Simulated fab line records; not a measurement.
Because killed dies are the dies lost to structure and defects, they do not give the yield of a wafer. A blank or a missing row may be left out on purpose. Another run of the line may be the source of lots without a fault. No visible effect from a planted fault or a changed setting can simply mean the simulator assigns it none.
fab line records	flow nand_harc
record lots=13	wafers=36	last_day=24
route steps=1159 shown A_WL_FILL@810 END@1159
lots untouched by any fault: they come from a run of this same line in which no faults occurred
start_h: start of the lot's first displayed wafer, in hours after the record's first day	wait_h: how many hours have passed since the lot's step before this one	" the same as in the row above	L1.1+2: a single row standing in for several wafers	- no value, or no start given	* or withheld: withheld	< > ~ a bound
route shown NAME@n: a module of which the file shows steps, and the number in the route of the first	usual: mean/standard deviation of fault-free wafers	same: alike in all rows	chamber/n: place in a boat	sites: the reading at each site	_std_site: how widely they spread, as a standard deviation	_edge_site: outer sites' mean less inner sites'	radius_mm: how far each site lies from the wafer's centre	mask NAME#n: copy n	behind: the tool/chamber that last shaped the wafer	hold: the reason the lot was held/the length of the hold in hours/how it ended	device: which transistor (n, p or np) failed to switch	end of line: tests run on the same wafers once the route is complete	a step with no rows: only its recipe	killed: dies lost to structure and defects at the first sort, not the wafer's yield	map: the dies of a wafer, with x for killed, . for not killed, _ for no die there
set.NAME: the setting as run; set.NAME@STEP: as run at that earlier step	model.NAME: the simulator's own value behind a step, which no gauge read
the route's steps for a sample of lots (tables are steps, rows are wafers)
services: a tool's chamber out of use, with start hour (start_h, from the record's first day; less than 0 if before it), hours out, and reason
## steps
# step NHARC_A_WL_FILL_RTA_01
# recipe temp_c=1000	time_s=5
# usual lamp_power_pct=27.4/1.8	lamp_zone_3_pct=27.4/1.8	lamp_zone_5_pct=27.4/1.8	wafer_temp_C_max=1004.6/2.2
lot.wafer	tool	chamber	start_h	wait_h	lamp_power_pct	lamp_zone_3_pct	lamp_zone_5_pct	wafer_temp_C_max
L310.1	rtp_anneal-02	0	325.80	-	25.9	25.9	25.9	1002.6
L310.3	"	0	"	"	25.9	25.9	26.0	1003.3
L310.4	"	0	"	"	25.9	25.9	25.9	1002.9
L311.3	rtp_anneal-02	0	329.69	-	25.9	25.9	25.9	1003.4
L311.4	"	0	"	"	25.9	25.9	25.9	1002.5
L311.5	"	0	"	"	25.9	25.9	25.9	1002.5
L314.1	rtp_anneal-02	0	342.61	-	25.9	25.9	25.9	1003.3
L314.3	"	0	"	"	25.9	25.9	25.9	1002.9
L314.6	"	0	"	"	25.9	25.9	25.9	1002.8
L315.1	rtp_anneal-01	0	361.35	-	29.6	29.5	29.6	1008.7
L315.3	"	0	"	"	29.5	29.5	29.5	1005.4
L315.5	"	0	"	"	29.5	29.5	29.6	1008.7
L317.2	rtp_anneal-01	0	361.55	-	29.5	29.6	29.5	1006.7
L317.3	"	0	"	"	29.5	29.5	29.5	1006.1
L317.4	"	0	"	"	29.5	29.5	29.5	1007.1
L316.1	rtp_anneal-01	0	361.70	0.6	29.6	29.5	29.5	1006.0
L316.4	"	0	"	"	29.6	29.6	29.5	1007.9
L316.5	"	0	"	"	29.6	29.5	29.5	1007.2
L318.1	rtp_anneal-02	0	383.35	-	25.9	25.9	25.9	1003.7
L318.2	"	0	"	"	25.9	25.9	25.9	1003.3
L318.4	"	0	"	"	25.9	25.9	25.9	1003.5
L323.2	rtp_anneal-01	0	399.87	-	29.5	29.5	29.6	1008.5
L323.3	"	0	"	"	29.5	29.6	29.6	1006.5
L323.5	"	0	"	"	29.6	29.5	29.5	1006.4
L322.1	rtp_anneal-02	0	411.11	-	25.9	25.9	25.9	1003.1
L322.3	"	0	"	"	25.9	25.9	25.9	1003.3
L322.5	"	0	"	"	25.9	25.9	25.9	1002.8
L326.2	rtp_anneal-02	0	433.61	-	25.9	25.9	25.9	1002.3
L326.4	"	0	"	"	25.9	25.9	25.8	1002.3
L328.2	rtp_anneal-02	0	433.78	-	25.9	25.9	25.9	1003.1
L328.5	"	0	"	"	25.9	25.9	25.9	1002.7
L333.1	rtp_anneal-02	0	464.05	-	25.9	25.9	25.9	1002.1
L333.2	"	0	"	"	25.9	25.9	25.9	1002.4
L333.5	"	0	"	"	25.9	25.9	25.9	1002.6
L331.1	rtp_anneal-01	0	464.37	-	29.6	29.6	29.6	1009.4
L331.4	"	0	"	"	29.5	29.5	29.6	1008.2
# step NHARC_A_WL_FILL_ETCHBACK_04
# recipe target_depth_a=600	time_s=120	chemistry=NF3
# usual drypump_motor_current_A=5.77/0.29	oes_product_au=1.003/0.012	run_length_s=141.1/0.43
lot.wafer	tool	chamber	start_h	wait_h	drypump_motor_current_A	oes_product_au	rf_hours_counter_h	run_length_s
L310.1	rie_metal-03	1	331.37	2.8	5.82	1.013	1.1	140.8
L310.3	"	1	"	"	5.81	1.012	-	140.8
L310.4	"	1	"	"	5.80	1.020	-	141.3
L311.3	rie_metal-03	1	334.80	1.6	5.83	1.011	-	140.9
L311.4	"	1	"	"	5.78	1.011	-	140.9
L311.5	"	1	"	"	5.79	1.021	-	141.5
L314.1	rie_metal-03	1	346.79	2.4	5.79	1.012	2.4	140.8
L314.3	"	1	"	"	5.77	1.014	-	140.8
L314.6	"	1	"	"	5.78	1.021	-	140.9
L315.1	rie_metal-03	1	365.33	2.4	5.80	1.007	3.4	141.2
L315.3	"	0	"	"	6.10	0.992	-	140.5
L315.5	"	1	"	"	5.77	1.020	-	141.3
L317.2	rie_metal-01	1	365.46	2.3	6.08	1.018	0.8	140.9
L317.3	"	1	"	"	6.10	1.007	-	140.6
L317.4	"	0	"	"	5.17	1.006	-	141.3
L316.1	rie_metal-03	0	368.17	2.4	6.14	1.010	0.7	140.5
L316.4	"	1	"	"	5.80	1.012	-	140.9
L316.5	"	0	"	"	6.12	0.997	-	140.8
L318.1	rie_metal-01	0	387.77	2.9	5.21	1.009	1.6	141.6
L318.2	"	1	"	"	6.07	1.008	1.6	140.5
L318.4	"	0	"	"	5.21	1.008	-	141.3
L323.2	rie_metal-01	1	406.31	2.3	6.08	1.007	1.9	140.7
L323.3	"	0	"	"	5.16	1.007	-	141.4
L323.5	"	0	"	"	5.16	1.009	-	141.2
L322.1	rie_metal-01	1	415.20	2.9	6.11	1.016	2.3	140.4
L322.3	"	1	"	"	6.06	1.022	-	140.4
L322.5	"	1	"	"	6.05	1.010	-	140.4
L326.2	rie_metal-02	1	437.49	2.3	5.81	0.998	0.9	141.0
L326.4	"	0	"	"	5.65	0.985	-	141.7
L328.2	rie_metal-03	1	440.32	2.8	5.79	1.013	5.7	140.8
L328.5	"	0	"	"	6.09	0.993	-	140.5
L333.1	rie_metal-02	0	468.08	2.8	5.64	0.987	2.0	141.9
L333.2	"	1	"	"	5.81	0.997	2.0	141.1
L333.5	"	0	"	"	5.64	0.989	-	141.6
L331.1	rie_metal-01	0	470.95	2.9	5.17	1.004	4.0	141.6
L331.4	"	0	"	"	5.17	1.009	-	141.3
# step NHARC_A_WL_FILL_ETCHBACK_16
# recipe target_depth_a=880	time_s=17.6	c4f8_flow_sccm=withheld	o2_flow_sccm=8	ar_flow_sccm=withheld	rf_w=600	bias_w=800	chemistry=C4F8/O2/Ar
# usual oes_product_au=0.98/0.034	rf_fwd_power_W=588/3.2	rf_vpp_V=722/4.3	run_length_s=38.9/0.39
lot.wafer	tool	chamber	start_h	wait_h	oes_product_au	rf_fwd_power_W	rf_hours_counter_h	rf_vpp_V	run_length_s
L310.4	rie_diel-01	1	-	-	1.01	587	0.5	720	39.5
L310.3	"	2	"	"	1.00	592	0.5	723	38.9
L310.1	"	0	"	"	1.01	589	0.5	727	38.7
L311.3	rie_diel-01	1	-	-	1.02	584	0.5	719	38.8
L311.4	"	2	"	"	0.99	594	0.6	724	39.0
L311.5	"	0	"	"	1.01	582	-	726	38.7
L314.1	rie_diel-08	2	-	-	1.01	585	2.7	716	38.9
L314.3	"	3	"	"	1.00	590	2.9	730	37.9
L314.6	"	1	"	"	1.00	589	-	721	39.3
L316.1	rie_diel-08	3	-	-	1.00	590	4.5	729	38.0
L316.4	"	1	"	"	1.00	591	3.5	722	39.3
L316.5	"	2	"	"	1.00	584	-	718	39.4
L315.3	rie_diel-01	0	-	-	1.00	583	1.1	728	39.0
L315.1	"	1	"	"	0.98	584	1.2	720	39.0
L315.5	"	0	"	"	1.00	585	-	728	38.7
L317.2	rie_diel-01	3	-	-	1.01	587	1.4	716	39.1
L317.3	"	0	"	"	1.01	588	1.4	727	38.7
L317.4	"	1	"	"	1.00	588	1.4	721	39.2
L318.1	rie_diel-08	2	-	-	1.00	587	6.1	715	39.2
L318.2	"	3	"	"	1.00	591	6.7	729	37.9
L318.4	"	0	"	"	0.98	594	6.0	725	38.7
L323.2	rie_diel-08	1	-	-	1.01	592	5.9	722	39.0
L323.3	"	2	"	"	1.00	587	6.8	715	39.1
L323.5	"	1	"	"	1.01	594	-	721	38.7
L322.1	rie_diel-01	1	-	-	0.99	589	2.8	719	38.8
L322.3	"	2	"	"	0.97	590	2.9	725	39.1
L322.5	"	1	"	"	0.99	586	-	719	38.9
L328.2	rie_diel-08	3	-	-	1.01	590	9.1	728	38.1
L328.5	"	2	"	"	1.01	590	-	714	38.8
L326.4	rie_diel-03	1	-	-	1.01	590	2.0	726	40.0
L326.2	"	2	"	"	1.00	586	1.8	718	38.7
L333.2	rie_diel-03	0	-	-	0.93	584	3.1	722	38.8
L333.1	"	2	"	"	0.92	584	2.6	718	38.5
L333.5	"	3	"	"	0.93	590	-	724	39.1
L331.1	rie_diel-01	0	-	-	0.93	588	3.8	729	39.4
L331.4	"	1	"	"	0.93	587	3.8	719	38.8
# step NHARC_A_WL_FILL_ETCHBACK_17
# recipe target_depth_a=40	time_s=26.7	chemistry=Cl2/BCl3
# usual drypump_motor_current_A=5.8/0.31	oes_product_au=1.001/0.011	run_length_s=47.8/0.45
lot.wafer	tool	chamber	start_h	wait_h	drypump_motor_current_A	oes_product_au	rf_hours_counter_h	run_length_s
L310.1	rie_metal-03	1	342.43	-	5.8	1.018	2.3	48.1
L310.3	"	1	"	"	5.8	1.017	-	48.1
L310.4	"	1	"	"	5.8	1.010	-	47.8
L311.3	rie_metal-01	1	345.63	-	6.0	1.009	-	47.4
L311.4	"	0	"	"	5.2	1.003	-	47.9
L311.5	"	0	"	"	5.2	1.004	-	47.9
L314.1	rie_metal-03	1	357.48	-	5.8	1.019	2.9	47.7
L314.3	"	1	"	"	5.7	1.008	-	48.0
L314.6	"	0	"	"	6.1	0.996	-	47.0
L316.1	rie_metal-03	0	378.85	-	6.1	0.984	1.2	47.1
L316.4	"	1	"	"	5.8	1.005	-	47.6
L316.5	"	0	"	"	6.1	0.985	-	47.9
L315.1	rie_metal-01	0	378.89	-	5.2	1.009	1.5	47.8
L315.3	"	1	"	"	6.1	1.019	-	47.3
L315.5	"	0	"	"	5.2	1.008	-	47.8
L317.2	rie_metal-02	0	382.37	-	5.6	0.985	3.7	48.5
L317.3	"	0	"	"	5.6	0.983	-	48.4
L317.4	"	1	"	"	5.8	0.996	-	48.6
L318.1	rie_metal-02	0	398.77	-	5.7	0.981	0	48.8
L318.2	"	1	"	"	5.8	0.981	0	47.6
L318.4	"	0	"	"	5.6	0.995	-	48.5
L323.2	rie_metal-02	1	417.80	-	5.8	0.986	0.7	48.0
L323.3	"	0	"	"	5.6	0.984	-	48.7
L323.5	"	1	"	"	5.8	0.992	-	48.2
L322.1	rie_metal-02	1	429.57	-	5.8	0.993	0.8	47.7
L322.3	"	0	"	"	5.6	0.992	-	48.4
L322.5	"	0	"	"	5.6	0.992	-	48.3
L328.2	rie_metal-03	1	447.89	-	5.8	1.014	6.1	45.5
L328.5	"	1	"	"	5.8	1.015	-	47.8
L326.2	rie_metal-03	0	449.72	-	6.1	0.979	3.3	45.1
L326.4	"	1	"	"	5.8	1.015	-	47.8
L333.1	rie_metal-01	1	478.46	-	6.0	1.006	4.2	47.1
L333.2	"	0	"	"	5.2	0.998	4.2	48.3
L333.5	"	1	"	"	6.1	1.008	-	47.1
L331.1	rie_metal-03	1	478.49	-	5.7	0.993	0.4	45.5
L331.4	"	1	"	"	5.8	0.997	-	47.6
# step NHARC_END_SORT_01
# recipe temp_c=25
# usual killed_at_array=27/11	killed_at_other=0.6/0.89	killed_at_periphery=3.0/2.4	killed_dies=31/12	killed_open=3.2/1.6	killed_short=2.0/1.5
# same gross_dies=677
lot.wafer	tool	chamber	start_h	wait_h	killed_at_array	killed_at_other	killed_at_periphery	killed_dies	killed_open	killed_short
L311.3	prober-01	0	458.34	3.1	23	1	4	28	3	0
L311.4	prober-01	0	459.14	3.4	21	0	4	25	2	0
L311.5	prober-01	0	459.93	3.7	33	0	1	34	2	4
L314.1	prober-01	0	472.20	2.5	38	0	4	42	5	1
L314.3	prober-01	0	473.80	3.1	36	0	8	44	5	1
L314.6	prober-01	0	476.20	4.0	35	0	11	46	4	3
L316.1	prober-02	0	472.58	2.5	13	0	8	21	6	1
L316.4	prober-02	0	474.99	3.4	16	2	8	26	5	3
L316.5	prober-02	0	475.79	3.7	17	0	2	19	2	2
L315.1	prober-01	0	480.02	2.5	15	0	3	18	2	2
L315.3	prober-01	0	481.62	3.1	12	0	3	15	2	2
L315.5	prober-01	0	483.23	3.7	10	0	0	10	3	1
L317.2	prober-02	0	481.20	2.8	32	1	2	35	3	3
L317.3	prober-02	0	481.99	3.1	42	2	1	45	4	4
L317.4	prober-02	0	482.78	3.4	36	4	4	44	2	5
L323.2	prober-02	0	507.39	2.8	45	0	3	48	2	2
L323.3	prober-02	0	508.19	3.1	45	0	1	46	3	1
L328.2	prober-01	0	535.28	2.8	25	0	4	29	4	1
L328.5	prober-01	0	537.70	3.7	34	1	9	44	3	5
# killed by level:class
L311.3 A_CHANNEL_HOLE_D1:chamber_film_flake=9 A_SLIT:chamber_film_flake=9 A_M0:geometric_particle:open=2 P_STI:chamber_film_flake=2 A_STAIRCASE:chamber_film_flake=2 P_CONTACT:geometric_particle:open=1 P_GATE:chamber_film_flake=1 A_CONTACT:chamber_film_flake=1
L311.4 A_CHANNEL_HOLE_D1:chamber_film_flake=8 A_SLIT:chamber_film_flake=7 A_STAIRCASE:chamber_film_flake=3 P_GATE:chamber_film_flake=2 P_GATE:geometric_particle:open=1 A_CONTACT:geometric_particle:open=1 P_STI:chamber_film_flake=1 A_CONTACT:chamber_film_flake=1
L311.5 A_CHANNEL_HOLE_D1:chamber_film_flake=14 A_SLIT:chamber_film_flake=6 A_WL_FILL:chamber_film_flake=3 A_CONTACT:chamber_film_flake=2 A_ONON_D1:geometric_particle:open=1 A_CHANNEL_HOLE_D1:geometric_particle:short=1 A_CHANNEL_FILL_D1:geometric_particle:short=1 A_CONTACT:geometric_particle:open=1
L314.1 A_STAIRCASE:chamber_film_flake=10 A_CHANNEL_HOLE_D1:chamber_film_flake=9 A_SLIT:chamber_film_flake=7 A_ZERO_WELL:chamber_film_flake=3 A_CONTACT:chamber_film_flake=3 A_CONTACT:geometric_particle:open=2 P_M1:chamber_film_flake=2 P_M0:geometric_particle:open=1
L316.1 A_CHANNEL_HOLE_D1:chamber_film_flake=7 P_M0:geometric_particle:open=3 P_STI:chamber_film_flake=3 A_CONTACT:chamber_film_flake=3 A_CHANNEL_FILL_D1:geometric_particle:open=2 P_CONTACT:geometric_particle:short=1 A_ONON_D1:geometric_particle:open=1 P_M2:chamber_film_flake=1
L314.3 A_CHANNEL_HOLE_D1:chamber_film_flake=12 A_SLIT:chamber_film_flake=11 A_STAIRCASE:chamber_film_flake=8 P_M0:geometric_particle:open=2 P_M1:chamber_film_flake=2 A_CONTACT:chamber_film_flake=2 P_CONTACT:geometric_particle:short=1 P_CONTACT:geometric_particle:open=1
L316.4 A_CHANNEL_HOLE_D1:chamber_film_flake=6 A_CONTACT:chamber_film_flake=3 P_M0:geometric_particle:open=2 A_ONON_D1:geometric_particle:open=2 A_STAIRCASE:chamber_film_flake=2 A_SLIT:chamber_film_flake=2 THIN_TSV:chamber_film_flake=2 P_CONTACT:geometric_particle:short=1
L316.5 A_CHANNEL_HOLE_D1:chamber_film_flake=7 A_CONTACT:chamber_film_flake=5 A_ONON_D1:geometric_particle:short=1 A_WL_FILL:geometric_particle:open=1 A_CONTACT:geometric_particle:short=1 A_BLC:geometric_particle:open=1 P_ZERO_WELL:chamber_film_flake=1 P_STI:chamber_film_flake=1
L314.6 A_CHANNEL_HOLE_D1:chamber_film_flake=15 A_STAIRCASE:chamber_film_flake=11 A_SLIT:chamber_film_flake=7 P_CONTACT:geometric_particle:short=3 P_ZERO_WELL:chamber_film_flake=2 P_M1:chamber_film_flake=2 P_M2:chamber_film_flake=2 P_GATE:geometric_particle:open=1
L315.1 A_SLIT:chamber_film_flake=5 A_CONTACT:chamber_film_flake=4 A_CHANNEL_HOLE_D1:chamber_film_flake=2 A_STAIRCASE:chamber_film_flake=2 P_CONTACT:geometric_particle:open=1 P_M0:geometric_particle:open=1 A_SGD_CUT:geometric_particle:short=1 A_WL_FILL:geometric_particle:short=1
L317.2 A_CHANNEL_HOLE_D1:chamber_film_flake=13 A_SLIT:chamber_film_flake=7 A_STAIRCASE:chamber_film_flake=6 A_CHANNEL_FILL_D1:geometric_particle:short=2 A_CONTACT:chamber_film_flake=2 P_CONTACT:geometric_particle:open=1 P_M1:geometric_particle:short=1 A_M0:geometric_particle:open=1
L315.3 A_CHANNEL_HOLE_D1:chamber_film_flake=5 A_CONTACT:chamber_film_flake=3 P_ZERO_WELL:chamber_film_flake=2 P_GATE:geometric_particle:short=1 A_SOURCE_PLATE:geometric_particle:short=1 A_SOURCE_PLATE:geometric_particle:open=1 A_CONTACT:geometric_particle:open=1 A_STAIRCASE:chamber_film_flake=1
L317.3 A_SLIT:chamber_film_flake=13 A_CHANNEL_HOLE_D1:chamber_film_flake=11 A_STAIRCASE:chamber_film_flake=9 A_CHANNEL_HOLE_D1:geometric_particle:short=2 A_CONTACT:chamber_film_flake=2 P_M0:geometric_particle:open=1 A_SOURCE_PLATE:geometric_particle:open=1 A_CHANNEL_FILL_D1:geometric_particle:short=1
L317.4 A_SLIT:chamber_film_flake=12 A_CHANNEL_HOLE_D1:chamber_film_flake=8 A_STAIRCASE:chamber_film_flake=6 THIN_TSV:chamber_film_flake=4 A_CONTACT:chamber_film_flake=3 A_M0:geometric_particle:short=2 A_WL_FILL:chamber_film_flake=2 P_M0:geometric_particle:open=1
L315.5 A_CHANNEL_HOLE_D1:chamber_film_flake=2 A_STAIRCASE:chamber_film_flake=2 A_CHANNEL_HOLE_D1:geometric_particle:short=1 A_CHANNEL_FILL_D1:geometric_particle:open=1 A_WL_FILL:geometric_particle:open=1 A_M0:geometric_particle:open=1 A_SLIT:chamber_film_flake=1 A_CONTACT:chamber_film_flake=1
L323.2 A_CHANNEL_HOLE_D1:chamber_film_flake=19 A_SLIT:chamber_film_flake=14 A_CHANNEL_FILL_D1:chamber_film_flake=4 P_STI:chamber_film_flake=2 A_CONTACT:chamber_film_flake=2 A_BLC:chamber_film_flake=2 P_CONTACT:geometric_particle:open=1 A_SOURCE_PLATE:geometric_particle:short=1
L323.3 A_SLIT:chamber_film_flake=19 A_CHANNEL_HOLE_D1:chamber_film_flake=16 A_CONTACT:geometric_particle:open=2 A_STAIRCASE:chamber_film_flake=2 A_SOURCE_PLATE:geometric_particle:open=1 A_CHANNEL_FILL_D1:geometric_particle:short=1 P_ZERO_WELL:chamber_film_flake=1 A_ZERO_WELL:chamber_film_flake=1
L328.2 A_SLIT:chamber_film_flake=9 A_CONTACT:chamber_film_flake=6 P_STI:chamber_film_flake=2 A_CHANNEL_HOLE_D1:chamber_film_flake=2 A_CHANNEL_FILL_D1:chamber_film_flake=2 A_STAIRCASE:chamber_film_flake=2 P_CONTACT:geometric_particle:open=1 A_ONON_D1:geometric_particle:open=1
L328.5 A_SLIT:chamber_film_flake=16 A_CHANNEL_HOLE_D1:chamber_film_flake=7 A_CONTACT:chamber_film_flake=4 P_M0:geometric_particle:short=2 P_ZERO_WELL:chamber_film_flake=2 P_M2:chamber_film_flake=2 A_STAIRCASE:chamber_film_flake=2 P_GATE:geometric_particle:short=1
## services
tool	chamber	start_h	hours	kind
rie_diel-03	2	313.11	21.0	repair
rie_diel-01	-	314.80	9.0	pm
rie_diel-01	0	314.80	9.0	vent_cycle
rie_diel-01	1	314.80	9.0	vent_cycle
rie_diel-01	2	314.80	9.0	vent_cycle
rie_diel-01	3	314.80	9.0	vent_cycle
rie_diel-08	1	326.38	1.2	repair
rie_diel-03	0	326.91	2.7	repair
rie_metal-01	-	332.00	9.0	pm
rie_metal-01	0	332.00	9.0	vent_cycle
rie_metal-01	1	332.00	9.0	vent_cycle
rie_metal-01	0	341.00	-	clean
rie_metal-01	1	341.00	-	clean
rie_metal-02	0	357.85	21.3	repair
rie_diel-08	2	368.65	6.7	repair
rie_metal-02	-	388.00	9.0	pm
rie_diel-08	0	389.31	4.1	repair
rie_diel-03	-	392.30	9.0	pm
rie_diel-03	-	426.01	1.8	repair
rie_metal-03	-	453.00	9.0	pm
rie_metal-03	0	453.00	9.0	vent_cycle
rie_metal-03	1	453.00	9.0	vent_cycle
rie_metal-03	0	462.00	-	clean
rie_metal-03	1	462.00	-	clean
## key
first_sign step=NHARC_A_WL_FILL_ETCHBACK_17	reading=run_length_s	direction=down	sigmas=5.5	usual=*	struck=*
effect none on later readings
met_at NHARC_A_WL_FILL_ETCHBACK_17
struck_lots L326,L328,L331
struck_wafers L326.2,L328.2,L331.1
tester_left_out L326,L328,L331
not_acting_at NHARC_A_WL_FILL_RTA_01,NHARC_A_WL_FILL_ETCHBACK_04,NHARC_A_WL_FILL_ETCHBACK_16
onset_between 378.85 447.89
fault kind=process_parameter_drift	tool=rie_metal-03	chamber=-	onset_h=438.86	steps=NHARC_A_WL_FILL_ETCHBACK_17	channel=time_s	offset=*	shape=step	end_h=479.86	scope=struck_wafers_only	acts_in=*	stated=*
# tester_left_out: of these lots the tester's yield and bins aren't shown, on N5 and GAA mostly nor the transistor test; their killed dies are dies lost to structure and defects alone, not to doping, threshold or leakage, so they don't give the yield
